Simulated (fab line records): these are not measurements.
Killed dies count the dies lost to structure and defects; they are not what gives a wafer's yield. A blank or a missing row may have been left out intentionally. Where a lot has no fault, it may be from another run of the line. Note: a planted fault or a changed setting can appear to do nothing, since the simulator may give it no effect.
Which tool is to blame? -- flow nand harc -- 36 wafers from 12 lots sampled at 5 of the route's 1159 steps

## WHAT THE GAUGES READ, wafer by wafer
NHARC_END_SORT_01.
lot,measured,on,killed at array,killed at other,killed at periphery,killed dies,killed open,killed short
L279,day 20 03:23,prober-01,21 19 19,0 0 2,2 3 2,23 22 23,3 4 2,1 1 2
L280,day 19 22:40,prober-02,28 39 35,0 0 0,1 4 0,29 43 35,1 4 2,1 4 0
L282,day 20 05:43,prober-02,24 28 38,0 1 0,4 1 4,28 30 42,0 2 8,4 4 4
L283,day 20 12:49,prober-01,31 20 19,0 0 0,3 2 0,34 22 19,7 4 4,5 2 2
L284,day 21 11:41,prober-02,22 21 22,1 1 0,3 3 2,26 25 24,6 5 1,2 1 3
L287,day 21 04:43,prober-01,11 12 12,2 0 1,2 8 6,15 20 19,5 4 3,0 4 1
L290,day 22 05:38,prober-02,32 29 30,2 0 0,7 3 4,41 32 34,2 2 5,3 2 0
L297,day 23 15:02,prober-02,608 10 605,2 1 0,2 2 1,612 13 606,5 5 1,1 1 2
L299,day 23 22:16,prober-01,15 16 14,1 0 2,6 2 6,22 18 22,5 3 7,1 1 1
L301,day 24 07:40,prober-02,30 41 37,0 0 0,3 3 2,33 44 39,3 6 1,2 3 0
L302,day 24 06:50,prober-01,32 42 46,0 0 1,8 3 3,40 45 50,2 5 7,5 1 2
L300,day 24 14:31,prober-01,16 648 648,0 0 0,11 5 9,27 653 657,5 3 2,1 2 3

## TOOL THAT RAN EACH LOT (tool first, then ch and the chambers of the sampled wafers, then the start)
lot,NHARC_A_CHANNEL_FILL_D1_ALD_14,NHARC_A_CHANNEL_FILL_D1_ETCHBACK_20,NHARC_A_CHANNEL_FILL_D1_STRIP_29,NHARC_A_STAIRCASE_ETCH_170
L279,"ald hk-01 ch 0,1,2, day 8 22:21","rie diel-06 ch 0,1,2, day 9 18:05","rie diel-06 ch 1,3, day 10 22:45 or earlier","rie diel-11 ch 0,1,3, day 10 22:45"
L280,"ald hk-03 ch 0,2,3, day 9 05:38","rie diel-06 ch 0,2,3, day 10 00:30","rie diel-06 ch 1,2,3, day 11 01:27 or earlier","rie diel-13 ch 0,1,2, day 11 01:27"
L282,"ald hk-01 ch 0,2, day 9 11:27","rie diel-02 ch 1,2,3, day 10 04:18","rie diel-02 ch 1,2, day 11 06:50 or earlier","rie diel-13 ch 0,3, day 11 06:50"
L283,"ald hk-03 ch 0,2,3, day 9 21:32","rie diel-08 ch 1,2, day 10 14:23","rie diel-08 ch 0,1, day 11 15:32 or earlier","rie diel-01 ch 0,1,3, day 11 15:32"
L284,"ald hk-01 ch 0,1,2, day 10 07:50","rie diel-06 ch 1,3, day 11 00:44","rie diel-08 ch 0,3, day 12 01:30 or earlier","rie diel-01 ch 0,2, day 12 01:30"
L287,"ald hk-03 ch 1,2, day 10 19:49","rie diel-06 ch 0,3, day 11 13:10","rie diel-06 ch 1,2, day 12 14:01 or earlier","rie diel-11 ch 0,1, day 12 14:01"
L290,"ald hk-03 ch 0,1,2, day 11 22:58","rie diel-02 ch 0,1,3, day 12 17:25","rie diel-02 ch 0,1,2, day 13 18:35 or earlier","rie diel-11 ch 0,2,3, day 13 18:35"
L297,"ald hk-01 ch 0,1, day 13 08:52","rie diel-02 ch 0,2,3, day 14 02:07","rie diel-06 ch 0,1,2, day 15 03:47 or earlier","rie diel-13 ch 0,1, day 15 03:47"
L299,"ald hk-04 ch 1,2, day 13 17:02","rie diel-06 ch 0,3, day 14 10:05","rie diel-06 ch 0,2, day 15 11:33 or earlier","rie diel-01 ch 1,2, day 15 11:33"
L301,"ald hk-04 ch 0,1,3, day 14 05:47","rie diel-06 ch 1,2, day 14 23:13","rie diel-02 ch 0,2, day 15 16:36","rie diel-01 ch 1,3, day 16 00:04"
L302,"ald hk-04 ch 0,1,2, day 14 10:50","rie diel-06 ch 0,2,3, day 15 05:27","rie diel-08 ch 1,2,3, day 16 09:18 or earlier","rie diel-01 ch 0,2,3, day 16 09:18"
L300,"ald hk-01 ch 0,2, day 14 14:22","rie diel-02 ch 0,1, day 15 05:25","rie diel-02 ch 0,1, day 16 01:31","rie diel-13 ch 0,3, day 16 09:29"
- NHARC_A_CHANNEL_FILL_D1_ALD_14: deposits SiO2, target thk 2.5 nm, pulse time 10 s, ald cycles 25.
- NHARC_A_CHANNEL_FILL_D1_ETCHBACK_20: etches the open film in C4F8/O2/Ar, target depth 27 nm, time 13.5 s.
- NHARC_A_CHANNEL_FILL_D1_STRIP_29: strips in O2, time 20 s.
- NHARC_A_STAIRCASE_ETCH_170: etches the open film in C4F6/O2, target depth 200 nm, time 66.667 s.

## AS READ BY THE TOOLS THEMSELVES (means over the sampled wafers that have a number; for cases with no such wafer, the mark the record gives instead)
NHARC_A_CHANNEL_FILL_D1_ALD_14.
lot,tool,heater power w (W),precursor pulse height rel
L279,ald hk-01,508,0.996
L280,ald hk-03,517,0.977
L282,ald hk-01,500,1.009
L283,ald hk-03,511,0.994
L284,ald hk-01,506,1.019
L287,ald hk-03,511,1.000
L290,ald hk-03,493,0.999
L297,ald hk-01,512,1.008
L299,ald hk-04,437,1.021
L301,ald hk-04,455,1.005
L302,ald hk-04,446,0.992
L300,ald hk-01,508,0.992

NHARC_A_CHANNEL_FILL_D1_ETCHBACK_20.
lot,tool,oes product au (a.u.),rf vpp V (V)
L279,rie diel-06,0.93,977
L280,rie diel-06,0.92,981
L282,rie diel-02,1.01,982
L283,rie diel-08,1.00,975
L284,rie diel-06,0.93,976
L287,rie diel-06,1.01,981
L290,rie diel-02,0.93,979
L297,rie diel-02,0.94,979
L299,rie diel-06,1.01,981
L301,rie diel-06,0.92,974
L302,rie diel-06,0.93,981
L300,rie diel-02,0.98,974

NHARC_A_CHANNEL_FILL_D1_STRIP_29.
lot,tool,drypump motor current A (A),oes product au (a.u.),rf vpp V (V),showerhead plenum p Torr (Torr),throttle valve pct (%)
L279,rie diel-06,6.2,1.019,58.1,3.39,17.037
L280,rie diel-06,5.8,0.998,58.0,3.47,17.029
L282,rie diel-02,6.1,1.021,57.2,3.58,17.029
L283,rie diel-08,5.7,0.998,58.1,3.54,17.036
L284,rie diel-08,5.7,1.008,57.6,3.46,17.028
L287,rie diel-06,5.4,0.995,57.0,3.47,17.043
L290,rie diel-02,5.6,1.013,58.1,3.50,17.042
L297,rie diel-06,5.4,0.997,57.8,3.52,17.036
L299,rie diel-06,5.0,0.991,58.4,3.60,17.039
L301,rie diel-02,5.3,0.987,58.3,3.42,17.033
L302,rie diel-08,5.8,0.987,58.0,3.47,17.046
L300,rie diel-02,5.1,0.976,57.3,3.42,17.028

NHARC_A_STAIRCASE_ETCH_170.
lot,tool,drypump motor current A (A),oes product au (a.u.),rf vpp V (V),run length s (s),showerhead plenum p Torr (Torr),throttle valve pct (%)
L279,rie diel-11,5.7,0.955,549,87.9,4.02,26.907
L280,rie diel-13,5.8,0.981,549,88.2,4.06,26.893
L282,rie diel-13,6.3,0.982,550,88.0,4.08,26.903
L283,rie diel-01,5.8,0.975,546,87.6,3.90,26.909
L284,rie diel-01,5.5,0.968,549,88.4,4.03,26.901
L287,rie diel-11,5.7,0.956,547,88.1,3.93,26.906
L290,rie diel-11,5.6,0.976,549,88.1,3.99,26.903
L297,rie diel-13,6.3,1.004,551,83.1,4.11,26.902
L299,rie diel-01,5.9,0.974,545,87.9,3.83,26.906
L301,rie diel-01,6.0,0.971,545,87.7,3.79,26.899
L302,rie diel-01,5.8,0.975,548,87.8,4.01,26.903
L300,rie diel-13,6.3,0.986,550,83.2,4.05,26.890

## THE ANSWER, worked out from the rows above alone
Rule: the lots themselves supply what counts as usual. Put in order of their means at a reading, lots are off if they are a third of the lots or fewer, leave a main group of 4 or more, and stand apart from it by a gap of 3 or more times the standard deviation of the main group's means; of several such gaps the widest counts. The tables above print the reading to a certain number of digits; a main group whose means all agree to those digits is not used. A lot without any number at a reading at which 4 lots or more have one is off too. All remaining lots with rows at the step are treated as sound. After the gauges, taken in route order, come the tools' own readings; for these a lot's mean is taken, as printed above. At the first step where some lot is off, the reading lying furthest off is the one used; lots without a number count as furthest.
Off: L297, L300, at NHARC_END_SORT_01 (killed dies). The main group has a mean of 30 with a standard deviation of 8.4.
If a tool, at a process step before that reading, ran all the lots that are off and no sound lot after the first of them, it fits. Not tried: the gauges at NHARC_END_SORT_01; whatever is off there is also off at NHARC_A_STAIRCASE_ETCH_170, on other tools, and gauge error can't account for it. NHARC_A_CHANNEL_FILL_D1_STRIP_29: start missing for some lots; hours and lot order therefore follow NHARC_A_STAIRCASE_ETCH_170. Can't be told from this: 3 tools fit, ald hk-01 at NHARC_A_CHANNEL_FILL_D1_ALD_14, rie diel-02 at NHARC_A_CHANNEL_FILL_D1_ETCHBACK_20, rie diel-13 at NHARC_A_STAIRCASE_ETCH_170.

## WHAT THE SIMULATOR HAD PUT IN
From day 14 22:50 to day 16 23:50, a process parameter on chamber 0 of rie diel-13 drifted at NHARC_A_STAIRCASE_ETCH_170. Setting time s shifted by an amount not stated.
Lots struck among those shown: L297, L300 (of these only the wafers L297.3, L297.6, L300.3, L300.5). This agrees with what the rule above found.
